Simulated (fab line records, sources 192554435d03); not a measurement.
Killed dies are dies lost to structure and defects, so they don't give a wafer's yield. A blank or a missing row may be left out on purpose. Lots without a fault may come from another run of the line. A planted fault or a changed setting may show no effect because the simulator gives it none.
fab line records | flow n5_finfet
record lots=8 wafers=24 last_day=17
route steps=1938 shown FIN_SAQP@96 FIN_CUT@165 BEOL_M4@1111 PASSIVATION@1936
lots that met no fault: from a run of the same line without faults
start_h: hours from the record's first day to the start of the lot's first wafer shown | wait_h: hours since the lot's step before | " the same as in the row above | L1.1+2: a row that stands for several wafers | - no value, or no start given | * or withheld: withheld | < > ~ a bound
route shown NAME@n: a module of which the file shows steps, and the number in the route of the first | usual: mean/standard deviation of fault-free wafers | same: alike in all rows | chamber/n: place in a boat | sites: the reading at each site | _std_site: their standard deviation | _edge_site: outer sites' mean less inner sites' | radius_mm: how far each site lies from the wafer's centre | mask NAME#n: copy n | behind: the tool/chamber that last shaped the wafer | hold: why the lot was held/for how many hours/how that ended | device: the transistor (n, p or np) that didn't switch | end of line: the same wafers' tests at the end of the route | a step without rows: its recipe alone | killed: dies lost to structure and defects at the first sort, not the wafer's yield | map: a wafer's dies, x killed, . not, _ none there
set.NAME: the setting as run; set.NAME@STEP: as run at that earlier step | model.NAME: the simulator's own value behind a step, which no gauge read
steps of the route over a sample of lots; a table a step, a row a wafer
services: from which hour (start_h, from the record's first day; less than 0 if before it) a tool's chamber was out of use, for how many hours, and why
## steps
# step N5_FIN_SAQP_HM_DEP_03
# recipe material=SiNx target_thk_a=380 temp_c=400 precursor=SiH4/NH3/N2 pressure_torr=1.5 rf_w=300 time_s=33.6
# usual heater_power_w=674/77 showerhead_plenum_p_Torr=5.14/0.057 throttle_valve_pct=40.2/1.7
# columns lot.wafer tool chamber start_h wait_h heater_power_w showerhead_plenum_p_Torr throttle_valve_pct
L971.1 pecvd-01 1 20.45 0.2 636 5.15 40.2
L971.3 " 0 " " 625 5.16 39.9
L971.5 " 2 " " 584 5.19 39.3
L973.1 pecvd-01 2 34.29 0.2 615 5.20 39.2
L973.4 " 0 " " 650 5.16 40.1
L973.5 " 1 " " 635 5.13 40.0
L974.1 pecvd-02 0 39.20 0.2 758 5.01 41.0
L974.4 " 1 " " 761 5.20 40.9
L974.6 " 1 " " 787 5.20 40.8
L976.2 pecvd-01 0 50.56 0.2 550 5.16 39.8
L976.3 " 2 " " 553 5.20 39.1
L976.5 " 1 " " 600 5.14 40.0
L979.3 pecvd-01 1 69.18 0.1 646 5.14 39.9
L979.4 " 0 " " 656 5.16 39.9
L979.5 " 1 " " 646 5.15 39.9
L986.1 pecvd-04 0 110.85 0.2 850 5.10 38.8
L986.3 " 2 " " 699 5.17 42.7
L986.4 " 0 " " 821 5.11 38.8
L989.1 pecvd-04 0 130.44 0.2 821 5.09 38.9
L989.4 " 1 " " 664 5.10 42.1
L989.5 " 2 " " 599 5.17 42.6
L994.1 pecvd-04 2 159.45 0.2 677 5.16 42.4
L994.2 " 1 " " 678 5.10 42.6
L994.4 " 1 " " 696 5.08 42.6
# step N5_FIN_SAQP_THK_MEAS_07
# usual thk_nm=59.8/0.85
# columns lot.wafer tool chamber start_h wait_h thk_nm
L971.1 film_metro-02 - 20.74 0.1 59.0
L971.3 " - " " 59.6
L971.5 " - " " 59.5
L973.1 film_metro-02 - 34.65 0.1 58.6
L973.4 " - " " 59.4
L973.5 " - " " 59.8
L974.1 film_metro-01 - 39.52 0.1 59.7
L974.4 " - " " 61.5
L974.6 " - " " 61.2
L976.2 film_metro-02 - 50.92 0.1 59.5
L976.3 " - " " 58.9
L976.5 " - " " 60.8
L979.3 film_metro-02 - 69.47 0.1 59.2
L979.4 " - " " 61.4
L979.5 " - " " 59.5
L986.1 film_metro-01 - 111.14 0.1 59.4
L986.3 " - " " 59.2
L986.4 " - " " 59.5
L989.1 film_metro-02 - 130.73 0.1 59.1
L989.4 " - " " 60.3
L989.5 " - " " 59.6
L994.1 film_metro-02 - 159.81 0.1 58.9
L994.2 " - " " 58.9
L994.4 " - " " 59.4
# step N5_FIN_SAQP_INSPECT_18
# recipe mode=adi inspect_instrument=brightfield
# usual raw_defect_count=429/120
# columns lot.wafer tool chamber start_h wait_h raw_defect_count
L971.1 defect_inspect-01 - 21.19 0.0 355
L971.3 " - " " 335
L971.5 " - " " 438
L973.1 defect_inspect-02 - 35.08 0.0 217
L973.4 " - " " 330
L973.5 " - " " 337
L974.1 defect_inspect-02 - 39.94 0.0 506
L974.4 " - " " 295
L974.6 " - " " 338
L976.2 defect_inspect-01 - 51.35 0.0 1069
L976.3 " - " " 1063
L976.5 " - " " 974
L979.3 defect_inspect-02 - 70.02 0.0 1319
L979.4 " - " " 1333
L979.5 " - " " 1077
L986.1 defect_inspect-02 - 111.69 0.0 456
L986.3 " - " " 358
L986.4 " - " " 417
L989.1 defect_inspect-02 - 131.15 0.0 328
L989.4 " - " " 407
L989.5 " - " " 446
L994.1 defect_inspect-01 - 160.66 0.3 593
L994.2 " - " " 543
L994.4 " - " " 355
# step N5_FIN_SAQP_RECESS_75
# recipe chemistry=HF/NH3 target=SiO2 target_depth_a=144 afs_cycles=3 temp_c=30 sublimation_temp_c=180 sublimation_time_s=60
# usual drypump_motor_current_A=5.68/0.14
# columns lot.wafer tool chamber start_h wait_h drypump_motor_current_A
L971.1 vapor_etch-02 0 21.93 0.0 5.78
L971.3 " 0 " " 5.78
L971.5 " 1 " " 5.52
L973.1 vapor_etch-01 1 35.87 0.0 5.86
L973.4 " 1 " " 5.87
L973.5 " 0 " " 5.60
L974.1 vapor_etch-02 1 40.90 0.0 5.52
L974.4 " 1 " " 5.53
L974.6 " 0 " " 5.75
L976.2 vapor_etch-02 0 52.11 0.0 5.79
L976.3 " 1 " " 5.52
L976.5 " 1 " " 5.53
L979.3 vapor_etch-02 1 72.37 0.1 5.56
L979.4 " 0 " " 5.77
L979.5 " 0 " " 5.77
L986.1 vapor_etch-01 1 112.44 0.0 5.88
L986.3 " 0 " " 5.58
L986.4 " 1 " " 5.84
L989.1 vapor_etch-02 0 132.19 0.1 5.76
L989.4 " 0 " " 5.79
L989.5 " 0 " " 5.73
L994.1 vapor_etch-01 0 161.43 0.0 5.59
L994.2 " 1 " " 5.91
L994.4 " 0 " " 5.59
# step N5_FIN_SAQP_SPACER1_ALD_24
# recipe material=SiO2 target_thk_a=203 temp_c=300 ald_precursor_family=BDEAS ald_co_reactant=O2-plasma pulse_time_s=1 purge_time_s=2 co_reactant_purge_time_s=2 ald_cycles=218 pressure_torr=2
# usual heater_power_w=476/49 precursor_pulse_height_rel=0.999/0.019
# same pulse_time_s=1
# columns lot.wafer tool chamber start_h wait_h heater_power_w precursor_pulse_height_rel
L971.1 ald_sin-02 1 22.45 0.4 493 1.024
L971.3 " 2 " " 461 1.020
L971.5 " 2 " " 462 1.005
L973.1 ald_sin-04 3 36.37 0.3 393 0.972
L973.4 " 0 " " 507 0.980
L973.5 " 1 " " 436 0.989
L974.1 ald_sin-04 3 41.33 0.3 403 1.003
L974.4 " 2 " " 488 1.003
L974.6 " 1 " " 429 0.974
L976.2 ald_sin-01 0 52.49 0.3 573 0.974
L976.3 " 3 " " 442 1.017
L976.5 " 0 " " 578 0.991
L979.3 ald_sin-02 3 72.93 0.4 519 1.018
L979.4 " 1 " " 488 1.003
L979.5 " 2 " " 467 0.975
L986.1 ald_sin-02 1 113.35 0.8 471 1.007
L986.3 " 2 " " 467 0.995
L986.4 " 3 " " 533 1.006
L989.1 ald_sin-02 2 132.58 0.3 467 1.010
L989.4 " 0 " " 518 1.004
L989.5 " 3 " " 533 1.018
L994.1 ald_sin-02 1 161.81 0.3 479 1.027
L994.2 " 2 " " 464 1.014
L994.4 " 2 " " 475 0.978
# step N5_FIN_SAQP_INSPECT_40
# recipe inspect_instrument=brightfield mode=aei
# usual raw_defect_count=227/70
# columns lot.wafer tool chamber start_h wait_h raw_defect_count
L971.1 defect_inspect-02 - 25.55 0.0 135
L971.3 " - " " 154
L971.5 " - " " 149
L973.1 defect_inspect-01 - 39.87 0.0 193
L973.4 " - " " 246
L973.5 " - " " 190
L974.1 defect_inspect-02 - 44.56 0.0 168
L974.4 " - " " 98
L974.6 " - " " 101
L976.2 defect_inspect-02 - 55.82 0.0 947
L976.3 " - " " 884
L976.5 " - " " 884
L979.3 defect_inspect-01 - 76.57 0.0 937
L979.4 " - " " 1042
L979.5 " - " " 979
L986.1 defect_inspect-01 - 116.46 0.0 341
L986.3 " - " " 216
L986.4 " - " " 271
L989.1 defect_inspect-01 - 136.28 0.0 196
L989.4 " - " " 267
L989.5 " - " " 95
L994.1 defect_inspect-01 - 164.92 0.0 181
L994.2 " - " " 241
L994.4 " - " " 197
# step N5_FIN_CUT_INSPECT_10
# recipe mode=adi inspect_instrument=brightfield
# usual raw_defect_count=42/11
# columns lot.wafer tool chamber start_h wait_h raw_defect_count
L971.1 defect_inspect-01 - 26.06 0.1 32
L971.3 " - " " 34
L971.5 " - " " 31
L973.1 defect_inspect-02 - 40.26 0.1 35
L973.4 " - " " 58
L973.5 " - " " 21
L974.1 defect_inspect-02 - 45.07 0.1 32
L974.4 " - " " 24
L974.6 " - " " 27
L976.2 defect_inspect-02 - 56.34 0.0 760
L976.3 " - " " 776
L976.5 " - " " 755
L979.3 defect_inspect-02 - 77.09 0.0 791
L979.4 " - " " 828
L979.5 " - " " 825
L986.1 defect_inspect-02 - 116.86 0.1 51
L986.3 " - " " 32
L986.4 " - " " 49
L989.1 defect_inspect-01 - 136.75 0.1 36
L989.4 " - " " 41
L989.5 " - " " 23
L994.1 defect_inspect-01 - 165.44 0.1 29
L994.2 " - " " 40
L994.4 " - " " 36
# step N5_FIN_CUT_INSPECT_17
# recipe inspect_instrument=brightfield mode=aei
# usual raw_defect_count=229/68
# columns lot.wafer tool chamber start_h wait_h raw_defect_count
L971.1 defect_inspect-01 - 27.01 0.0 150
L971.3 " - " " 161
L971.5 " - " " 173
L973.1 defect_inspect-01 - 41.23 0.0 201
L973.4 " - " " 273
L973.5 " - " " 199
L974.1 defect_inspect-01 - 46.14 0.0 169
L974.4 " - " " 105
L974.6 " - " " 114
L976.2 defect_inspect-02 - 57.93 0.0 942
L976.3 " - " " 886
L976.5 " - " " 884
L979.3 defect_inspect-02 - 78.05 0.0 926
L979.4 " - " " 1027
L979.5 " - " " 969
L986.1 defect_inspect-02 - 118.37 0.0 310
L986.3 " - " " 213
L986.4 " - " " 273
L989.1 defect_inspect-02 - 138.05 0.0 184
L989.4 " - " " 236
L989.5 " - " " 100
L994.1 defect_inspect-01 - 166.64 0.0 182
L994.2 " - " " 238
L994.4 " - " " 202
# step N5_BEOL_M4_RC_MEAS_101
# usual DIBL_N=36.3/1.2 DIBL_P=36.7/1.5 IOFF_N=0.164/0.02 IOFF_P=0.214/0.024 ION_N=673/8.5 ION_P=461/5.9 SS_N=71.6/0.44 SS_P=73.3/0.55 VT_N=249.4/2.4 VT_P=-250.0/2.3
# columns lot.wafer tool chamber start_h wait_h DIBL_N[mV/V] DIBL_P[mV/V] IOFF_N[nA/um] IOFF_P[nA/um] ION_N[uA/um] ION_P[uA/um] SS_N[mV/dec] SS_P[mV/dec] VT_N[mV] VT_P[mV]
L971.1 prober-01 0 158.09 0.0 36.3 35.8 0.162 0.194 674 458 71.9 73.4 249.4 -251.8
L971.3 " 0 " " 35.6 34.9 0.149 0.182 654 449 71.7 73.3 250.6 -255.3
L971.5 " 0 " " 36.4 35.2 0.160 0.188 655 453 71.4 74.0 249.2 -251.0
L974.1 prober-02 0 174.60 0.0 37.0 37.7 0.187 0.214 688 461 72.5 73.3 246.9 -248.0
L974.4 " 0 " " 35.4 36.0 0.150 0.183 673 456 71.9 73.1 251.1 -253.8
L974.6 " 0 " " 34.7 35.2 0.138 0.173 665 456 71.7 72.8 250.6 -253.1
L973.1 prober-01 0 194.75 0.0 35.1 36.3 0.140 0.184 657 452 71.0 72.7 250.2 -253.4
L973.4 " 0 " " 34.0 34.5 0.123 0.166 662 454 71.6 72.7 251.7 -255.6
L973.5 " 0 " " 35.6 37.5 0.162 0.199 678 459 71.6 73.4 249.5 -253.3
L976.2 prober-01 0 205.67 0.2 37.4 37.3 0.179 0.263 691 480 71.8 73.7 247.9 -244.0
L976.3 " 0 " " 37.9 38.3 0.193 0.274 672 466 72.1 74.0 243.3 -242.7
L976.5 " 0 " " 36.1 36.5 0.152 0.238 689 474 71.8 73.6 246.9 -246.4
L979.3 prober-01 0 234.01 0.3 36.1 37.7 0.172 0.219 683 464 71.6 73.4 248.2 -248.6
L979.4 " 0 " " 35.7 37.2 0.164 0.210 677 464 72.1 73.6 248.6 -251.2
L979.5 " 0 " " 37.2 39.5 0.199 0.248 689 465 72.6 75.0 244.6 -247.5
L986.1 prober-02 0 259.92 0.0 36.7 37.1 0.162 0.224 672 470 71.6 73.3 249.7 -247.1
L986.3 " 0 " " 35.7 36.7 0.147 0.218 673 466 71.1 73.3 252.8 -246.9
L986.4 " 0 " " 34.9 35.7 0.131 0.195 666 462 71.6 73.3 253.9 -247.2
L989.1 prober-01 0 280.96 0.0 33.7 35.5 0.131 0.181 664 458 71.2 72.7 252.4 -252.3
L989.4 " 0 " " 32.4 33.5 0.114 0.160 662 455 71.1 72.2 254.5 -253.9
L989.5 " 0 " " 34.8 36.5 0.151 0.200 660 454 70.9 73.3 249.7 -249.8
L994.1 prober-02 0 307.18 0.0 36.3 38.1 0.159 0.214 680 465 71.2 73.8 251.0 -251.5
L994.2 " 0 " " 36.1 38.3 0.160 0.214 672 465 71.2 73.3 251.5 -250.7
L994.4 " 0 " " 38.6 40.1 0.200 0.258 682 469 72.3 74.7 247.2 -249.7
# step N5_PASSIVATION_PROBE_49
# usual defect_limited_yield=91.2/1.5 killed_at_M0_to_M3=35/11 killed_at_M4_up=13/5.6 killed_at_contacts=13/6.3 killed_at_front_end=38/12 killed_at_other=3.7/2.9 killed_dies=104/18 killed_on_rim=14/3.8 killed_open=69/13 killed_short=34/8.3 sort_bin_5_function=5.2/0.95 sort_bin_6_memory=3.3/0.68 sort_n_pass=1076/18 sort_yield_pct=91.2/1.5
# same gross_dies=1180 killed_at_back_side=0 sort_bin_4_leakage[%]=0 sort_bin_8_speed[%]=0
# columns lot.wafer tool chamber start_h wait_h defect_limited_yield[%] killed_at_M0_to_M3 killed_at_M4_up killed_at_contacts killed_at_front_end killed_at_other killed_dies killed_on_rim killed_open killed_short sort_bin_5_function[%] sort_bin_6_memory[%] sort_n_pass sort_yield_pct[%]
L976.2 prober-01 - 311.56 0.1 85.7 25 14 9 118 3 169 33 57 22 7.6 3.4 1011 85.7
L976.3 prober-01 - 311.61 0.1 81.5 31 12 19 154 2 218 22 58 30 11.9 4.3 962 81.5
L976.5 prober-01 - 311.71 0.2 88.6 40 6 16 72 1 135 31 48 21 6.4 3.1 1045 88.6
L979.3 prober-01 - 333.66 0.1 86.0 26 12 7 116 4 165 28 64 31 9.0 3.6 1015 86.0
L979.4 prober-01 - 333.71 0.2 83.1 38 10 23 121 8 200 34 84 37 9.2 5.3 980 83.1
L979.5 prober-01 - 333.76 0.2 86.5 22 18 14 101 4 159 31 66 27 7.4 3.7 1021 86.5
# killed by level:class
L976.2 FIN_SAQP:unspecified=87 FIN_SAQP:geometric_particle:open=8 MOL_CONTACT_COAG:geometric_particle:open=6 BEOL_M0_SAQP:geometric_particle:open=6 BEOL_M1:geometric_particle:open=6 STI_FIN_REVEAL:geometric_particle:open=5 BEOL_M4:geometric_particle:open=5 FIN_SAQP:geometric_particle:short=4
L976.3 FIN_SAQP:unspecified=127 MOL_CONTACT_COAG:geometric_particle:open=14 BEOL_M0_SAQP:geometric_particle:short=10 BEOL_M0_SAQP:geometric_particle:open=7 STI_FIN_REVEAL:geometric_particle:open=6 MOL_CONTACT_COAG:geometric_particle:short=5 FIN_SAQP:geometric_particle:open=4 GATE_CUT:geometric_particle:short=4
L976.5 FIN_SAQP:unspecified=62 MOL_CONTACT_COAG:geometric_particle:open=12 BEOL_M0_SAQP:geometric_particle:open=11 BEOL_M0_SAQP:geometric_particle:short=10 BEOL_M3:geometric_particle:open=8 BEOL_M1:geometric_particle:open=4 MOL_CONTACT_COAG:geometric_particle:short=3 BEOL_M2:geometric_particle:open=3
L979.3 FIN_SAQP:unspecified=68 FIN_SAQP:geometric_particle:open=21 FIN_SAQP:geometric_particle:short=10 BEOL_M0_SAQP:geometric_particle:open=10 BEOL_M4:geometric_particle:open=6 BEOL_M0_SAQP:geometric_particle:short=5 BEOL_M1:geometric_particle:open=5 MOL_CONTACT_COAG:geometric_particle:short=3
L979.4 FIN_SAQP:unspecified=79 MOL_CONTACT_COAG:geometric_particle:open=19 BEOL_M0_SAQP:geometric_particle:open=14 FIN_SAQP:geometric_particle:open=13 BEOL_M0_SAQP:geometric_particle:short=11 DUMMY_GATE:geometric_particle:open=9 BEOL_M1:geometric_particle:open=8 FIN_SAQP:geometric_particle:short=6
L979.5 FIN_SAQP:unspecified=64 FIN_SAQP:geometric_particle:open=11 MOL_CONTACT_COAG:geometric_particle:open=11 DUMMY_GATE:geometric_particle:open=7 FIN_SAQP:geometric_particle:short=6 BEOL_M3:geometric_particle:open=6 BEOL_M4:geometric_particle:open=6 BEOL_M1:geometric_particle:open=5
## services
# columns tool chamber start_h hours kind
pecvd-04 1 7.34 10.2 scheduled_down
ald_sin-01 0 8.26 - clean
ald_sin-01 1 8.26 - clean
ald_sin-01 2 8.26 - clean
ald_sin-01 3 8.26 - clean
ald_sin-04 - 17.15 0.4 repair
pecvd-04 0 17.54 2.1 scheduled_down
pecvd-02 2 21.12 - clean
pecvd-02 2 21.12 - consumable_replace:showerhead
pecvd-02 0 50.25 3.6 repair
pecvd-04 - 56.13 2.8 pm
ald_sin-01 1 59.55 1.4 repair
ald_sin-02 2 79.01 4.0 repair
ald_sin-04 - 85.12 6.0 pm
pecvd-02 0 92.22 3.7 repair
pecvd-04 - 112.14 0.4 repair
ald_sin-04 2 114.10 2.2 repair
ald_sin-04 - 136.39 2.8 pm
pecvd-04 0 140.44 5.5 scheduled_down
pecvd-04 - 140.80 0.6 repair
vapor_etch-02 0 153.46 4.1 repair
ald_sin-02 3 156.59 14.0 repair
pecvd-01 1 157.75 2.1 scheduled_down
ald_sin-01 - 159.36 2.8 pm
## key
first_sign step=N5_FIN_SAQP_INSPECT_18 reading=raw_defect_count direction=up sigmas=5.9 usual=429 struck=1139
effect step=N5_FIN_SAQP_INSPECT_40 reading=raw_defect_count direction=up sigmas=10 usual=227 struck=946
effect step=N5_FIN_CUT_INSPECT_10 reading=raw_defect_count direction=up sigmas=66 usual=42 struck=789
effect step=N5_FIN_CUT_INSPECT_17 reading=raw_defect_count direction=up sigmas=10 usual=229 struck=939
effect step=N5_PASSIVATION_PROBE_49 reading=killed_at_front_end direction=up sigmas=6.1 usual=38 struck=114
more_kills_born_at N5_FIN_SAQP_HM_DEP_03@pecvd-01=487
met_at N5_FIN_SAQP_HM_DEP_03
struck_lots L976,L979
not_acting_at N5_FIN_SAQP_THK_MEAS_07,N5_FIN_SAQP_RECESS_75,N5_FIN_SAQP_SPACER1_ALD_24
onset_between 34.29 50.56
fault kind=chamber_particle_source tool=pecvd-01 chamber=- onset_h=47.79 steps=N5_FIN_SAQP_HM_DEP_03 rate_per_visit_cm2=1.1569 end_h=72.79
